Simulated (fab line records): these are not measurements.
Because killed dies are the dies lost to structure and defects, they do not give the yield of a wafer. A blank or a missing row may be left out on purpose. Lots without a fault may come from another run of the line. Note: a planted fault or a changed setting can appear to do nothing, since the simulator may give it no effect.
Which tool was responsible? ; flow n5Finfet ; 8 lots, 24 wafers sampled, at 8 steps of a route of 1938

== WHAT THE GAUGES SHOWED, per wafer ==
N5_FIN_SAQP_INSPECT_40: inspects for defects (brightfield). Usual: rawDefectCount reads 224 (standard deviation 66).
lot;measured;on;rawDefectCount;flag
L517;day 2 08:35;defectInspect-02;148 201 255;
L518;day 2 15:16;defectInspect-02;287 249 201;
L520;day 3 02:39;defectInspect-02;162 239 185;
L526;day 4 13:57;defectInspect-02;207 180 165;
L531;day 5 22:13;defectInspect-01;185 159 977;OFF
L537;day 7 07:39;defectInspect-01;188 204 151;
L538;day 7 13:47;defectInspect-02;434 355 327;
L539;day 7 20:32;defectInspect-01;320 225 195;

N5_FIN_CUT_OVL_MEAS_09. Usual: for FIN_CUT_OVL the level is -0.6 nm and the standard deviation is 0.65.
lot;measured;on;FIN_CUT_OVL (nm);flag
L517;day 2 08:56;overlay-02;-1.4 0.3 -0.6;
L518;day 2 15:36;overlay-02;-0.7 0.4 0.4;
L520;day 3 02:59;overlay-02;-0.5 -0.8 -0.9;
L526;day 4 14:24;overlay-01;-1.2 -0.4 -0.5;
L531;day 5 22:40;overlay-02;-0.8 -1.4 -0.5;
L537;day 7 07:59;overlay-02;0.6 -1.4 -0.3;
L538;day 7 14:08;overlay-01;0.0 -0.1 -0.1;
L539;day 7 20:52;overlay-01;-1.2 -1.4 -0.9;

N5_FIN_CUT_INSPECT_10: inspects for defects (brightfield). Usual: rawDefectCount reads 41 (standard deviation 12).
lot;measured;on;rawDefectCount;flag
L517;day 2 09:13;defectInspect-02;26 44 50;
L518;day 2 15:40;defectInspect-02;42 45 42;
L520;day 3 03:03;defectInspect-02;28 56 30;
L526;day 4 14:28;defectInspect-02;24 46 36;
L531;day 5 22:44;defectInspect-01;38 39 821;OFF
L537;day 7 08:02;defectInspect-02;34 42 26;
L538;day 7 14:11;defectInspect-01;57 56 43;
L539;day 7 20:55;defectInspect-02;60 45 45;

N5_FIN_CUT_INSPECT_17: inspects for defects (brightfield). Usual: rawDefectCount reads 225 (standard deviation 69).
lot;measured;on;rawDefectCount;flag
L517;day 2 10:10;defectInspect-02;168 208 239;
L518;day 2 16:38;defectInspect-02;293 254 206;
L520;day 3 04:07;defectInspect-02;168 240 186;
L526;day 4 15:29;defectInspect-02;205 182 179;
L531;day 5 23:45;defectInspect-02;219 173 1004;OFF
L537;day 7 09:00;defectInspect-01;193 232 144;
L538;day 7 15:19;defectInspect-02;472 363 333;
L539;day 7 21:52;defectInspect-01;322 225 198;

N5_BEOL_M4_RC_MEAS_101. Usual: DIBL_N 35.9 mV/V, standard deviation 1.3; DIBL_P 35.9 mV/V, standard deviation 1.5; IOFF_N 0.152 nA/um, standard deviation 0.023; IOFF_P 0.204 nA/um, standard deviation 0.027; ION_N 673 uA/um, standard deviation 9.2; ION_P 462 uA/um, standard deviation 6.7; SS_N 71.4 mV/dec, standard deviation 0.48; SS_P 73.2 mV/dec, standard deviation 0.55; VT_N 250.3 mV, standard deviation 2.6; VT_P -250.6 mV, standard deviation 3.
lot;measured;on;DIBL_N (mV/V);DIBL_P (mV/V);IOFF_N (nA/um);IOFF_P (nA/um);ION_N (uA/um);ION_P (uA/um);SS_N (mV/dec);SS_P (mV/dec);VT_N (mV);VT_P (mV);flag
L517;day 8 18:44;prober-01;35.9 35.3 34.9;36.2 35.8 36.1;0.177 0.163 0.159;0.208 0.198 0.204;682 679 676;458 459 464;71.3 71.8 70.8;73.9 73.7 73.1;246.9 248.9 248.7;-250.4 -251.5 -252.7;
L518;day 8 20:23;prober-02;33.8 33.5 33.9;34.7 34.5 35.1;0.143 0.133 0.139;0.199 0.186 0.199;667 672 663;461 464 464;71.0 71.5 70.9;72.4 72.5 72.8;250.9 250.1 250.9;-250.0 -250.8 -250.2;
L520;day 9 21:12;prober-01;36.6 35.3 37.3;36.6 34.7 38.1;0.135 0.122 0.162;0.175 0.159 0.214;670 676 685;456 453 469;71.2 70.6 71.8;72.8 72.6 73.6;253.0 253.1 251.9;-253.4 -254.0 -250.3;
L526;day 11 07:58;prober-02;38.2 37.6 36.9;38.8 37.3 36.6;0.225 0.206 0.182;0.247 0.217 0.209;690 678 682;467 458 458;71.5 71.8 71.3;74.1 73.2 72.6;242.7 244.2 246.1;-248.1 -253.5 -251.4;
L531;day 12 14:05;prober-02;37.4 39.0 36.4;34.7 36.7 33.5;0.139 0.163 0.121;0.161 0.193 0.149;679 689 669;457 463 452;71.0 71.4 71.3;72.6 73.7 72.6;251.0 248.7 252.4;-255.2 -253.3 -252.7;
L537;day 14 01:35;prober-02;35.1 35.0 35.1;35.8 36.8 36.6;0.128 0.132 0.138;0.167 0.175 0.171;669 668 672;455 454 456;71.1 71.7 71.8;73.3 73.4 73.2;255.3 253.2 252.9;-254.2 -253.3 -257.5;
L538;day 14 19:56;prober-01;41.0 37.6 38.4;40.4 35.8 36.5;0.248 0.157 0.177;0.306 0.216 0.238;686 667 669;469 459 455;72.2 72.2 71.4;74.8 73.7 74.4;245.1 251.9 249.1;-245.4 -252.3 -249.1;
L539;day 14 22:47;prober-02;35.3 35.2 35.9;34.3 34.4 35.3;0.134 0.130 0.146;0.219 0.216 0.240;657 667 678;466 471 477;71.6 71.4 71.1;73.2 72.1 73.7;252.8 249.9 251.0;-247.0 -247.9 -244.7;

== TOOL THAT RAN EACH LOT (tool first, then ch and the chambers of the sampled wafers, then the start) ==
lot;N5_FIN_SAQP_RECESS_71;N5_FIN_SAQP_HM_OPEN_33;N5_FIN_SAQP_FIN_ETCH_36
L517;vaporEtch-01 ch 0, day 2 07:21;rieDiel-04 ch 0,1, day 2 08:04;rieSi-06 ch 0,1, day 2 08:21
L518;vaporEtch-02 ch 0,1, day 2 14:01;rieDiel-05 ch 0,1,2, day 2 14:44;rieSi-06 ch 2,3, day 2 15:01
L520;vaporEtch-01 ch 0,1, day 3 01:24;rieDiel-05 ch 0,1, day 3 02:07;rieSi-02 ch 2,3, day 3 02:24
L526;vaporEtch-02 ch 0,1, day 4 12:41;rieDiel-05 ch 0,2, day 4 13:24;rieSi-02 ch 1,2,3, day 4 13:41
L531;vaporEtch-01 ch 0,1, day 5 20:47;rieDiel-04 ch 0,2,3, day 5 21:41;rieSi-02 ch 0,2,3, day 5 21:58
L537;vaporEtch-01 ch 0,1, day 7 06:24;rieDiel-04 ch 0,3, day 7 07:07;rieSi-05 ch 0,2,3, day 7 07:24
L538;vaporEtch-01 ch 0,1, day 7 12:32;rieDiel-04 ch 0,1,2, day 7 13:16;rieSi-06 ch 0,2,3, day 7 13:32
L539;vaporEtch-02 ch 0,1, day 7 19:16;rieDiel-05 ch 0,1,3, day 7 20:00;rieSi-06 ch 0,1,2, day 7 20:17
- N5_FIN_SAQP_RECESS_71: chemistry HF/NH3, target SiO2, target depth 3 nm, afs cycles 1, sublimation time 60 s.
- N5_FIN_SAQP_HM_OPEN_33: chemistry CH3F/O2, target SiNx, target depth 49.4 nm, time 70.6 s.
- N5_FIN_SAQP_FIN_ETCH_36: etches the open film in HBr/Cl2/O2, target depth 120 nm, time 50.4 s.

== WHAT THE TOOLS THEMSELVES READ (means of the sampled wafers that have a number; where no wafer has one, the mark that the record gives instead) ==
N5_FIN_SAQP_RECESS_71. Usual: drypumpMotorCurrentA 5.75 A, standard deviation 0.21; forelinePTorr 0.1279 Torr, standard deviation 0.00042.
lot;tool;drypumpMotorCurrentA (A);forelinePTorr (Torr);flag
L517;vaporEtch-01;5.85;0.1275;
L518;vaporEtch-02;5.73;0.1275;
L520;vaporEtch-01;5.76;0.1279;
L526;vaporEtch-02;5.71;0.1279;
L531;vaporEtch-01;5.64;0.1280;
L537;vaporEtch-01;5.74;0.1285;
L538;vaporEtch-01;5.75;0.1275;
L539;vaporEtch-02;5.72;0.1281;

N5_FIN_SAQP_HM_OPEN_33. Usual: drypumpMotorCurrentA 5.9 A, standard deviation 0.37; etchRfOnTimeS 69.0 s, standard deviation 1.2; oesProductAu 0.68 a.u., standard deviation 0.07; rfVppV 298.3 V, standard deviation 2.4; showerheadPlenumPTorr 2.01 Torr, standard deviation 0.095; throttleValvePct 16.27 %, standard deviation 0.19.
lot;tool;drypumpMotorCurrentA (A);etchRfOnTimeS (s);oesProductAu (a.u.);rfVppV (V);showerheadPlenumPTorr (Torr);throttleValvePct (%);flag
L517;rieDiel-04;6.3;68.9;0.61;292.1;1.90;16.35;
L518;rieDiel-05;5.6;69.3;0.65;298.3;1.95;16.37;
L520;rieDiel-05;5.5;68.4;0.68;299.9;2.01;16.21;
L526;rieDiel-05;5.7;70.0;0.61;298.1;1.96;16.47;
L531;rieDiel-04;6.1;68.5;0.73;298.9;2.02;16.20;
L537;rieDiel-04;6.3;68.9;0.72;297.7;2.08;16.10;
L538;rieDiel-04;6.2;68.4;0.71;296.3;1.99;16.22;
L539;rieDiel-05;5.8;70.1;0.63;298.4;2.00;16.40;

N5_FIN_SAQP_FIN_ETCH_36. Usual: drypumpMotorCurrentA 5.6 A, standard deviation 0.6; oesProductAu 0.996 a.u., standard deviation 0.018; throttleValvePct 35.98 %, standard deviation 0.27.
lot;tool;drypumpMotorCurrentA (A);oesProductAu (a.u.);throttleValvePct (%);flag
L517;rieSi-06;5.8;0.995;36.23;
L518;rieSi-06;5.1;0.989;36.16;
L520;rieSi-02;5.6;0.998;35.68;
L526;rieSi-02;5.4;0.994;35.72;
L531;rieSi-02;5.7;0.986;35.81;
L537;rieSi-05;5.7;1.022;36.04;
L538;rieSi-06;5.5;0.988;36.27;
L539;rieSi-06;5.4;0.990;36.16;

== THE ANSWER, worked out from the rows above alone ==
Rule: lot off if the mean of its wafers having a number is beyond 3 standard deviations from the usual mean. A lot without any number at a reading at which 4 lots or more have one is off too. Any other lot the step has rows for is counted as sound. First the gauges in route order, then the tools' own readings, where a lot's mean is used as printed above. At the first step where some lot is off, the reading lying furthest off is the one used; lots without a number count as furthest.
Off, at N5_FIN_SAQP_INSPECT_40 on rawDefectCount: L531.
If a tool, at a process step before that reading, ran all the lots that are off and no sound lot after the first of them, it fits. Not tried: the gauges at N5_FIN_SAQP_INSPECT_40; whatever is off there is also off at N5_FIN_CUT_INSPECT_17, on other tools, and gauge error can't account for it. One fits: rieSi-02 at N5_FIN_SAQP_FIN_ETCH_36. A fault onset in the window from L526 (day 4 13:41, its last sound lot) to L531 (day 5 21:58, its first lot off) fits.

== WHAT THE SIMULATOR HAD PUT IN ==
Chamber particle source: rieSi-02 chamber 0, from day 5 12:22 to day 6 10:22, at N5_FIN_SAQP_FIN_ETCH_36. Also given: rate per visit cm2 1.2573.
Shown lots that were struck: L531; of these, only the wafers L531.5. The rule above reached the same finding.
